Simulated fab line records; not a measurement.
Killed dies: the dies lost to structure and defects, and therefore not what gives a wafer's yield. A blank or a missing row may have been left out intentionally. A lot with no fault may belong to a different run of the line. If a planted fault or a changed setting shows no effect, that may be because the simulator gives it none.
fab line records	flow nand_harc
[record] lots = 24	wafers = 72	last_day = 26
route steps=1159 shown P_GATE@187 P_CONTACT@219 P_M1@308 P_M2@334
lots with no fault: from the same line, run without faults
start_h: start of the lot's first displayed wafer, in hours after the record's first day	wait_h: hours elapsed since this lot's preceding step	" identical to the entry in the row above	L1.1+2: a row that stands for several wafers	- no value, or no start was given	* or withheld: withheld	< > ~ a bound
route shown NAME@n: a module of which the file shows steps, and the number in the route of the first	usual: mean/standard deviation of fault-free wafers	same: alike in all rows	chamber/n: place in a boat	sites: readings site by site	_std_site: the values' standard deviation	_edge_site: mean of outer sites minus mean of inner sites	radius_mm: for every site, how far away it sits from the centre of the wafer	mask NAME#n: copy n	behind: the last tool/chamber to shape the wafer	hold: what put the lot on hold/how long, in hours/how the hold closed	device: which transistor (n, p or np) failed to switch	end of line: the route-end tests of the same wafers	a step without rows: its recipe alone	killed: the dies lost at the first sort to structure and to defects; this is not the yield of the wafer	map: per-die view of a wafer (x killed, . not killed, _ where there is no die)
set.NAME: the setting as run; set.NAME@STEP: as run at that earlier step	model.NAME: the simulator's own value behind a step, which no gauge read
one table for each step of the route and one row for each wafer, over a sample of lots
services: when a tool's chamber went out of use (start_h, in hours from the record's first day, below 0 if earlier), for how many hours, and the reason
[[steps]]
[step NHARC_P_GATE_DESCUM_61]
[recipe] time_s = 3	o2_flow_sccm = 200	ar_flow_sccm = 0	bias_power_w = 0	chemistry = O2
[usual] drypump_motor_current_A = 5.7/0.5	oes_product_au = 1.002/0.012	rf_vpp_V = 58.1/0.88	showerhead_plenum_p_Torr = 1.94/0.078	throttle_valve_pct = 11.311/0.0087
lot.wafer	tool	chamber	start_h	wait_h	drypump_motor_current_A	oes_product_au	rf_hours_counter_h	rf_vpp_V	showerhead_plenum_p_Torr	throttle_valve_pct
L074.2	rie_diel-09	1	108.64	-	5.8	1.005	9	59.5	1.99	11.322
L074.5	"	0	"	"	5.7	0.997	-	59.0	2.03	11.312
L074.6	"	1	"	"	5.7	0.998	-	57.9	1.99	11.313
L075.3	rie_diel-13	3	110.35	-	5.0	1.014	1	58.7	2.02	11.303
L075.4	"	1	"	"	6.4	1.001	1	59.0	1.95	11.321
L075.6	"	3	"	"	5.0	1.015	-	57.0	2.02	11.318
L077.2	rie_diel-06	0	118.14	-	4.9	1.007	14	57.1	1.84	11.296
L077.1	"	2	"	"	5.7	1.010	13	58.5	2.04	11.313
L077.3	"	3	"	"	6.3	0.998	13	57.9	1.85	11.317
L076.2	rie_diel-06	0	120.80	-	4.9	1.018	14	57.1	1.84	11.315
L076.1	"	1	"	"	6.0	0.992	14	57.8	1.96	11.315
L076.4	"	2	"	"	5.7	1.002	14	58.4	2.04	11.316
L078.2	rie_diel-06	3	125.11	-	6.3	1.005	14	57.4	1.85	11.302
L078.4	"	0	"	"	4.9	1.024	14	57.1	1.83	11.311
L078.6	"	1	"	"	6.0	0.994	-	56.8	1.96	11.310
L079.4	rie_diel-06	3	134.07	-	6.3	1.004	14	58.9	1.85	11.309
L079.1	"	0	"	"	4.9	1.018	15	57.9	1.84	11.332
L079.2	"	1	"	"	6.0	0.995	15	57.9	1.96	11.327
L080.2	rie_diel-13	2	146.11	-	5.9	0.992	13	59.1	2.00	11.308
L080.1	"	0	"	"	6.1	1.005	12	58.7	1.80	11.316
L080.4	"	1	"	"	6.4	0.999	12	58.4	1.95	11.292
L081.3	rie_diel-09	3	149.80	-	4.8	0.998	19	58.2	1.95	11.305
L081.4	"	0	"	"	5.7	0.996	21	60.2	2.02	11.296
L081.6	"	1	"	"	5.8	0.997	-	57.4	1.99	11.313
L082.3	rie_diel-09	2	150.31	-	5.8	0.984	21	57.3	1.97	11.309
L082.2	"	3	"	"	4.8	0.990	19	57.3	1.95	11.314
L082.1	"	0	"	"	5.7	0.990	21	58.7	2.02	11.324
L083.4	rie_diel-06	1	158.13	-	6.0	0.991	19	59.4	1.96	11.308
L083.5	"	3	"	"	6.3	1.006	-	58.5	1.85	11.310
L083.6	"	0	"	"	4.9	1.020	-	55.8	1.83	11.303
L084.2	rie_diel-06	1	158.76	-	6.0	0.993	19	58.2	1.96	11.304
L084.3	"	0	"	"	4.9	1.013	19	57.4	1.83	11.318
L084.5	"	2	"	"	5.8	1.014	-	57.6	2.03	11.305
L086.2	rie_diel-06	1	179.77	-	6.0	0.991	25	58.4	1.96	11.314
L086.3	"	0	"	"	4.9	1.014	25	57.5	1.83	11.310
L086.5	"	1	"	"	6.0	0.983	-	57.2	1.96	11.309
L088.1	rie_diel-06	0	180.64	-	4.9	1.008	25	58.3	1.83	11.313
L088.5	"	0	"	"	4.9	1.009	-	57.6	1.83	11.305
L088.6	"	1	"	"	6.0	0.979	-	58.0	1.96	11.322
L085.4	rie_diel-06	0	180.91	-	4.9	1.027	25	57.9	1.83	11.312
L085.5	"	0	"	"	4.9	1.014	-	58.4	1.83	11.302
L085.6	"	1	"	"	6.0	0.987	-	58.7	1.96	11.318
L087.3	rie_diel-06	1	186.28	-	6.0	0.981	25	59.2	1.96	11.327
L087.4	"	3	"	"	6.4	0.998	25	58.5	1.85	11.315
L087.5	"	0	"	"	4.9	1.016	-	57.0	1.83	11.320
L089.2	rie_diel-06	3	194.75	-	6.3	0.996	26	58.7	1.85	11.318
L089.3	"	1	"	"	6.0	0.978	27	58.0	1.96	11.294
L089.5	"	3	"	"	6.3	1.000	-	57.8	1.85	11.309
L090.3	rie_diel-06	2	195.09	-	5.8	1.000	26	57.9	2.03	11.305
L090.5	"	2	"	"	5.7	1.000	-	57.2	2.03	11.306
L090.4	"	1	"	"	6.0	0.975	-	56.9	1.96	11.309
L091.1	rie_diel-09	3	207.06	-	4.8	0.993	43	57.6	1.95	11.330
L091.2	"	1	"	"	5.8	0.989	48	58.5	1.98	11.317
L091.5	"	3	"	"	4.8	0.992	-	58.8	1.95	11.316
L092.1	rie_diel-06	3	212.16	-	6.3	1.004	30	57.3	1.85	11.312
L092.5	"	0	"	"	4.9	1.005	-	58.0	1.83	11.283
L092.6	"	1	"	"	6.0	0.976	-	57.2	1.96	11.297
L093.1	rie_diel-06	1	214.21	-	6.0	0.993	31	58.7	1.96	11.308
L093.3	"	2	"	"	5.8	1.009	30	58.7	2.03	11.319
L093.5	"	2	"	"	5.8	1.004	-	58.7	2.03	11.309
L094.4	rie_diel-06	1	224.13	-	6.0	0.980	32	58.2	1.96	11.312
L094.3	"	2	"	"	5.8	1.011	31	58.8	2.03	11.313
L094.5	"	3	"	"	6.4	1.002	-	58.6	1.85	11.322
L095.1	rie_diel-06	1	224.75	-	6.0	0.992	32	58.6	1.96	11.315
L095.2	"	2	"	"	5.8	1.016	31	58.4	2.03	11.315
L095.5	"	2	"	"	5.7	1.012	-	57.2	2.03	11.318
L096.1	rie_diel-06	2	234.47	-	5.7	1.009	33	57.8	2.03	11.313
L096.2	"	3	"	"	6.4	1.008	32	57.2	1.85	11.301
L096.3	"	0	"	"	4.9	1.003	32	55.7	1.83	11.313
L097.2	rie_diel-06	1	241.07	-	6.0	0.988	34	57.2	1.96	11.315
L097.3	"	3	"	"	6.3	1.018	33	58.9	1.85	11.301
L097.6	"	2	"	"	5.7	1.008	-	59.4	2.03	11.306
[step NHARC_P_GATE_RTA_80]
[recipe] temp_c = 300	time_s = 30
[usual] wafer_temp_C_max = 301.5/0.41
lot.wafer	tool	chamber	start_h	wait_h	wafer_temp_C_max
L074.2	rtp_anneal-01	0	112.51	-	301.3
L074.5	"	0	"	"	301.9
L074.6	"	0	"	"	301.2
L075.3	rtp_anneal-01	0	114.36	-	301.0
L075.4	"	0	"	"	301.7
L075.6	"	0	"	"	301.0
L077.1	rtp_anneal-01	0	122.15	-	300.9
L077.2	"	0	"	"	301.6
L077.3	"	0	"	"	301.2
L076.1	rtp_anneal-01	0	124.62	-	301.2
L076.2	"	0	"	"	301.3
L076.4	"	0	"	"	301.4
L078.2	rtp_anneal-02	0	129.08	-	302.3
L078.4	"	0	"	"	301.8
L078.6	"	0	"	"	301.8
L079.1	rtp_anneal-02	0	138.06	-	301.9
L079.2	"	0	"	"	302.3
L079.4	"	0	"	"	301.7
L080.1	rtp_anneal-02	0	150.09	-	301.9
L080.2	"	0	"	"	302.5
L080.4	"	0	"	"	301.8
L081.3	rtp_anneal-01	0	153.67	-	301.4
L081.4	"	0	"	"	301.2
L081.6	"	0	"	"	301.2
L082.1	rtp_anneal-02	0	154.36	-	301.4
L082.2	"	0	"	"	302.2
L082.3	"	0	"	"	301.7
L083.4	rtp_anneal-02	0	162.56	-	301.9
L083.5	"	0	"	"	301.7
L083.6	"	0	"	"	301.7
L084.2	rtp_anneal-01	0	162.90	-	301.1
L084.3	"	0	"	"	301.2
L084.5	"	0	"	"	301.0
L086.2	rtp_anneal-01	0	183.80	-	301.1
L086.3	"	0	"	"	301.2
L086.5	"	0	"	"	301.2
L088.1	rtp_anneal-01	0	184.63	-	301.3
L088.5	"	0	"	"	301.6
L088.6	"	0	"	"	301.4
L085.4	rtp_anneal-02	0	185.49	-	302.0
L085.5	"	0	"	"	302.2
L085.6	"	0	"	"	301.6
L087.3	rtp_anneal-01	0	190.45	-	301.4
L087.4	"	0	"	"	300.8
L087.5	"	0	"	"	301.8
L089.2	rtp_anneal-02	0	198.77	-	302.4
L089.3	"	0	"	"	301.5
L089.5	"	0	"	"	301.9
L090.3	rtp_anneal-01	0	199.35	-	301.4
L090.4	"	0	"	"	301.1
L090.5	"	0	"	"	301.1
L091.1	rtp_anneal-02	0	210.89	-	301.8
L091.2	"	0	"	"	302.5
L091.5	"	0	"	"	301.9
L092.1	rtp_anneal-01	0	215.99	-	302.2
L092.5	"	0	"	"	300.9
L092.6	"	0	"	"	301.2
L093.1	rtp_anneal-01	0	218.33	-	301.1
L093.3	"	0	"	"	300.9
L093.5	"	0	"	"	301.2
L094.3	rtp_anneal-01	0	228.18	-	301.3
L094.4	"	0	"	"	301.1
L094.5	"	0	"	"	301.2
L095.1	rtp_anneal-02	0	228.75	-	302.3
L095.2	"	0	"	"	301.7
L095.5	"	0	"	"	302.2
L096.1	rtp_anneal-02	0	238.30	-	302.0
L096.2	"	0	"	"	301.8
L096.3	"	0	"	"	301.6
L097.2	rtp_anneal-01	0	245.17	-	301.0
L097.3	"	0	"	"	301.6
L097.6	"	0	"	"	301.1
[step NHARC_P_CONTACT_CMP_01]
[recipe] target_thk_nm = 200	material = SiO2
[usual] motor_current_A = 12.0/0.84
lot.wafer	tool	chamber	start_h	wait_h	motor_current_A
L074.2	cmp-01	3	113.99	-	11.1
L074.5	"	0	"	"	12.9
L074.6	"	1	"	"	12.3
L075.4	cmp-01	2	116.01	-	12.8
L075.3	"	0	"	"	12.4
L075.6	"	2	"	"	13.2
L077.2	cmp-03	3	123.61	-	12.6
L077.3	"	0	"	"	10.5
L077.1	"	1	"	"	11.0
L076.1	cmp-01	2	126.05	-	12.6
L076.4	"	3	"	"	10.7
L076.2	"	1	"	"	12.1
L078.4	cmp-03	3	130.52	-	11.9
L078.2	"	2	"	"	13.2
L078.6	"	0	"	"	11.0
L079.1	cmp-01	0	139.53	-	12.5
L079.4	"	1	"	"	11.6
L079.2	"	2	"	"	13.1
L080.2	cmp-03	3	151.53	-	11.5
L080.4	"	0	"	"	10.4
L080.1	"	2	"	"	12.7
L081.4	cmp-01	1	155.05	-	12.3
L081.3	"	0	"	"	11.8
L081.6	"	1	"	"	11.4
L082.1	cmp-01	0	155.79	-	12.9
L082.2	"	1	"	"	10.7
L082.3	"	2	"	"	12.5
L083.4	cmp-04	3	164.09	-	11.7
L083.6	"	0	"	"	13.7
L083.5	"	1	"	"	12.9
L084.2	cmp-04	1	164.30	-	12.5
L084.3	"	3	"	"	12.0
L084.5	"	1	"	"	12.8
L086.2	cmp-04	1	185.23	-	12.3
L086.3	"	3	"	"	12.1
L086.5	"	1	"	"	13.6
L088.1	cmp-03	0	186.08	-	10.8
L088.5	"	3	"	"	11.1
L088.6	"	0	"	"	10.6
L085.4	cmp-01	3	186.92	-	11.0
L085.5	"	0	"	"	12.9
L085.6	"	1	"	"	12.0
L087.3	cmp-04	3	191.88	-	12.4
L087.4	"	1	"	"	13.0
L087.5	"	2	"	"	10.9
L089.2	cmp-01	0	200.43	-	12.7
L089.3	"	1	"	"	11.9
L089.5	"	1	"	"	11.6
L090.3	cmp-03	1	200.73	-	12.7
L090.4	"	3	"	"	11.6
L090.5	"	1	"	"	12.3
L091.1	cmp-01	2	212.32	-	13.1
L091.2	"	1	"	"	11.3
L091.5	"	2	"	"	12.8
L092.1	cmp-01	2	217.48	-	12.5
L092.6	"	0	"	"	12.7
L092.5	"	1	"	"	12.0
L093.3	cmp-04	0	219.79	-	12.3
L093.1	"	1	"	"	12.6
L093.5	"	3	"	"	11.2
L094.4	cmp-04	2	229.57	-	10.8
L094.3	"	1	"	"	12.7
L094.5	"	2	"	"	10.9
L095.1	cmp-03	2	230.22	-	12.9
L095.2	"	0	"	"	10.8
L095.5	"	2	"	"	13.2
L096.1	cmp-01	1	239.83	-	10.6
L096.2	"	3	"	"	10.8
L096.3	"	0	"	"	13.2
L097.2	cmp-01	1	246.58	-	11.7
L097.3	"	3	"	"	11.2
L097.6	"	2	"	"	12.5
[step NHARC_P_M1_PVD_21]
[recipe] target_thk_a = 300	chamber_pressure_pa = 5	power_w = 5000	substrate_temp_c = 30	time_s = 20.49	material = Cu
[usual] chamber_pressure_pa = 5.000/0.01	throttle_valve_pct = 29.8/0.96
lot.wafer	tool	chamber	start_h	wait_h	chamber_pressure_pa	throttle_valve_pct
L074.2	pvd_sputter-01	-	-	-	4.999	30.1
L074.6	"	-	"	"	5.015	31.2
L074.5	"	-	"	"	5.006	30.1
L075.4	pvd_sputter-02	-	-	-	5.016	30.5
L075.3	"	-	"	"	4.982	27.8
L075.6	"	-	"	"	4.989	31.3
L077.3	pvd_sputter-03	-	-	-	5.012	30.1
L077.2	"	-	"	"	5.005	28.9
L077.1	"	-	"	"	5.000	29.8
L076.1	pvd_sputter-02	-	-	-	4.997	31.2
L076.2	"	-	"	"	4.990	31.4
L076.4	"	-	"	"	4.985	27.7
L078.2	pvd_sputter-03	-	-	-	5.008	29.8
L078.4	"	-	"	"	4.999	30.0
L078.6	"	-	"	"	5.011	29.1
L079.4	pvd_sputter-01	-	-	-	5.004	29.8
L079.1	"	-	"	"	5.024	28.8
L079.2	"	-	"	"	5.001	31.0
L080.4	pvd_sputter-03	-	-	-	5.009	29.5
L080.2	"	-	"	"	5.007	30.1
L080.1	"	-	"	"	5.029	28.8
L081.4	pvd_sputter-02	-	-	-	4.997	31.2
L081.3	"	-	"	"	5.003	30.7
L081.6	"	-	"	"	4.994	31.2
L082.1	pvd_sputter-01	-	-	-	5.006	29.0
L082.2	"	-	"	"	5.009	30.6
L082.3	"	-	"	"	5.018	29.9
L083.4	pvd_sputter-01	-	-	-	4.992	29.1
L083.5	"	-	"	"	4.984	29.7
L083.6	"	-	"	"	4.998	28.9
L084.2	pvd_sputter-02	-	-	-	5.001	28.1
L084.3	"	-	"	"	4.997	31.1
L084.5	"	-	"	"	5.009	30.7
L086.3	pvd_sputter-01	-	-	-	4.986	28.7
L086.2	"	-	"	"	4.999	30.0
L086.5	"	-	"	"	4.979	28.9
L088.1	pvd_sputter-03	-	-	-	5.001	30.1
L088.5	"	-	"	"	5.009	29.4
L088.6	"	-	"	"	5.001	30.1
L085.4	pvd_sputter-03	-	-	-	4.996	30.0
L085.6	"	-	"	"	4.986	29.7
L085.5	"	-	"	"	4.997	29.0
L087.3	pvd_sputter-01	-	-	-	4.994	29.6
L087.4	"	-	"	"	5.003	29.0
L087.5	"	-	"	"	5.013	30.0
L089.3	pvd_sputter-03	-	-	-	5.023	29.3
L089.2	"	-	"	"	4.996	29.8
L089.5	"	-	"	"	4.996	29.8
L090.4	pvd_sputter-01	-	-	-	4.977	29.6
L090.3	"	-	"	"	4.985	28.9
L090.5	"	-	"	"	4.966	29.9
L091.1	pvd_sputter-01	-	-	-	4.975	28.8
L091.2	"	-	"	"	5.007	30.6
L091.5	"	-	"	"	4.979	28.8
L092.1	pvd_sputter-01	-	-	-	4.988	29.0
L092.6	"	-	"	"	4.985	29.1
L092.5	"	-	"	"	5.005	30.5
L093.1	pvd_sputter-02	-	-	-	5.007	31.1
L093.3	"	-	"	"	5.007	31.1
L093.5	"	-	"	"	5.005	27.9
L094.4	pvd_sputter-02	-	-	-	5.005	27.5
L094.3	"	-	"	"	4.999	29.7
L094.5	"	-	"	"	5.007	30.7
L095.2	pvd_sputter-03	-	-	-	4.996	30.4
L095.1	"	-	"	"	5.010	29.9
L095.5	"	-	"	"	4.994	29.5
L096.1	pvd_sputter-02	-	-	-	5.011	30.6
L096.2	"	-	"	"	4.989	31.2
L096.3	"	-	"	"	5.019	27.5
L097.3	pvd_sputter-01	-	-	-	5.007	28.8
L097.2	"	-	"	"	5.009	28.7
L097.6	"	-	"	"	5.010	29.0
[step NHARC_P_M2_CD_MEAS_16]
[usual] cd_nm = 170.0/0.76
lot.wafer	tool	chamber	start_h	wait_h	cd_nm
L074.2	cd_sem-03	-	134.39	-	171.3
L074.5	"	-	"	"	169.5
L074.6	"	-	"	"	169.3
L075.3	cd_sem-03	-	135.09	-	169.8
L075.4	"	-	"	"	170.4
L075.6	"	-	"	"	169.7
L077.1	cd_sem-03	-	137.66	-	167.8
L077.2	"	-	"	"	169.6
L077.3	"	-	"	"	169.6
L076.1	cd_sem-01	-	139.75	-	169.8
L076.2	"	-	"	"	169.7
L076.4	"	-	"	"	169.8
L078.2	cd_sem-03	-	149.47	-	169.9
L078.4	"	-	"	"	171.1
L078.6	"	-	"	"	169.8
L079.1	cd_sem-03	-	153.17	-	170.1
L079.2	"	-	"	"	170.1
L079.4	"	-	"	"	170.0
L080.1	cd_sem-03	-	165.81	-	170.7
L080.2	"	-	"	"	169.4
L080.4	"	-	"	"	169.1
L081.3	cd_sem-03	-	171.64	-	169.6
L081.4	"	-	"	"	169.9
L081.6	"	-	"	"	171.0
L082.1	cd_sem-02	-	171.69	-	168.8
L082.2	"	-	"	"	169.6
L082.3	"	-	"	"	168.2
L083.4	cd_sem-01	-	178.80	-	168.9
L083.5	"	-	"	"	169.5
L083.6	"	-	"	"	169.0
L084.2	cd_sem-01	-	179.98	-	169.4
L084.3	"	-	"	"	169.2
L084.5	"	-	"	"	169.5
L086.2	cd_sem-01	-	199.93	-	169.7
L086.3	"	-	"	"	170.1
L086.5	"	-	"	"	169.4
L088.1	cd_sem-01	-	200.28	-	169.6
L088.5	"	-	"	"	169.2
L088.6	"	-	"	"	168.8
L085.4	cd_sem-02	-	201.45	-	170.8
L085.5	"	-	"	"	169.4
L085.6	"	-	"	"	170.2
L087.3	cd_sem-03	-	207.97	-	170.0
L087.4	"	-	"	"	169.8
L087.5	"	-	"	"	169.2
L089.2	cd_sem-02	-	221.21	-	169.4
L089.3	"	-	"	"	171.0
L089.5	"	-	"	"	169.8
L090.3	cd_sem-01	-	224.21	-	170.5
L090.4	"	-	"	"	171.3
L090.5	"	-	"	"	170.3
L091.1	cd_sem-02	-	228.36	-	170.9
L091.2	"	-	"	"	171.0
L091.5	"	-	"	"	169.8
L092.1	cd_sem-02	-	231.16	-	171.4
L092.5	"	-	"	"	170.4
L092.6	"	-	"	"	170.5
L093.1	cd_sem-03	-	234.38	-	171.4
L093.3	"	-	"	"	171.1
L093.5	"	-	"	"	170.1
L094.3	cd_sem-03	-	243.49	-	170.3
L094.4	"	-	"	"	171.4
L094.5	"	-	"	"	169.9
L095.1	cd_sem-02	-	245.37	-	169.0
L095.2	"	-	"	"	171.3
L095.5	"	-	"	"	169.8
L096.1	cd_sem-01	-	253.29	-	170.5
L096.2	"	-	"	"	170.8
L096.3	"	-	"	"	170.8
L097.2	cd_sem-01	-	262.63	-	170.3
L097.3	"	-	"	"	168.8
L097.6	"	-	"	"	171.0
[step NHARC_P_M2_DEP_33]
[recipe] target_thk_a = 300	temp_c = 370	target_thk_nm = 30	pressure_torr = 3	flow_sccm = 200	rf_w = 450	material = SiCN
[usual] heater_power_w = 517/61
lot.wafer	tool	chamber	start_h	wait_h	heater_power_w
L074.2	pecvd-03	2	136.84	0.1	645
L074.5	"	2	"	"	656
L074.6	"	0	"	"	571
L075.3	pecvd-02	1	137.52	0.1	442
L075.6	"	2	"	"	474
L075.4	"	0	"	"	553
L077.3	pecvd-02	2	140.31	0.1	488
L077.1	"	0	"	"	525
L077.2	"	1	"	"	466
L076.2	pecvd-02	0	142.24	0.1	487
L076.1	"	1	"	"	459
L076.4	"	0	"	"	485
L078.2	pecvd-03	1	151.88	0.1	516
L078.4	"	2	"	"	652
L078.6	"	0	"	"	512
L079.1	pecvd-03	2	155.65	0.1	548
L079.2	"	1	"	"	454
L079.4	"	1	"	"	451
L080.2	pecvd-02	1	168.24	0.1	484
L080.1	"	0	"	"	545
L080.4	"	0	"	"	552
L081.3	pecvd-02	0	174.20	0.1	554
L081.4	"	0	"	"	561
L081.6	"	2	"	"	580
L082.1	pecvd-03	2	174.25	0.1	566
L082.2	"	0	"	"	534
L082.3	"	1	"	"	534
L083.6	pecvd-04	1	181.36	0.2	594
L083.5	"	2	"	"	457
L083.4	"	0	"	"	461
L084.2	pecvd-03	0	182.70	0.1	612
L084.3	"	0	"	"	609
L084.5	"	1	"	"	471
L086.2	pecvd-02	0	202.41	0.1	500
L086.3	"	1	"	"	468
L086.5	"	2	"	"	502
L088.1	pecvd-02	1	203.14	0.1	403
L088.5	"	0	"	"	507
L088.6	"	1	"	"	403
L085.6	pecvd-02	0	204.00	0.2	558
L085.4	"	1	"	"	397
L085.5	"	2	"	"	548
L087.3	pecvd-02	1	210.50	0.1	424
L087.5	"	2	"	"	565
L087.4	"	0	"	"	474
L089.3	pecvd-03	0	223.70	0.1	591
L089.2	"	2	"	"	604
L089.5	"	0	"	"	583
L090.3	pecvd-04	2	226.73	0.1	449
L090.5	"	1	"	"	614
L090.4	"	2	"	"	464
L091.2	pecvd-03	0	230.87	0.1	581
L091.1	"	1	"	"	520
L091.5	"	0	"	"	566
L092.1	pecvd-03	1	233.58	0.1	551
L092.6	"	2	"	"	610
L092.5	"	0	"	"	525
L093.1	pecvd-04	1	236.98	0.1	625
L093.3	"	2	"	"	530
L093.5	"	0	"	"	467
L094.3	pecvd-03	2	246.23	0.1	552
L094.5	"	2	"	"	554
L094.4	"	1	"	"	470
L095.1	pecvd-02	1	247.82	0.1	454
L095.2	"	2	"	"	568
L095.5	"	2	"	"	565
L096.1	pecvd-02	2	255.72	0.1	472
L096.3	"	0	"	"	462
L096.2	"	1	"	"	470
L097.3	pecvd-02	2	265.04	0.1	494
L097.2	"	0	"	"	464
L097.6	"	1	"	"	464
[[services]]
tool	chamber	start_h	hours	kind
cmp-01	-	85.18	1.0	repair
pecvd-02	-	91.38	0.5	repair
pvd_sputter-03	-	102.00	10.0	pm
cmp-04	-	105.01	4.0	pm
pecvd-03	-	111.12	13.0	pm
cmp-04	-	130.01	5.3	repair
cmp-01	-	131.74	0.9	repair
cmp-03	-	133.03	1.4	repair
pecvd-02	-	153.00	13.0	pm
cmp-03	-	156.08	4.0	pm
pvd_sputter-01	-	158.00	10.0	pm
cmp-01	-	163.13	1.7	repair
pvd_sputter-03	-	167.14	8.3	repair
rie_diel-06	-	178.84	0.5	repair
cmp-01	-	179.50	4.0	pm
rie_diel-06	0	191.14	4.7	repair
cmp-01	-	193.37	1.4	repair
pvd_sputter-02	-	214.01	10.0	pm
cmp-01	-	215.43	0.3	repair
rie_diel-06	-	216.77	1.4	repair
rie_diel-06	-	241.23	9.0	pm
pvd_sputter-03	-	254.24	3.1	repair
rie_diel-06	3	261.79	6.1	repair
pecvd-03	-	262.55	1.8	repair
[[key]]
fault none
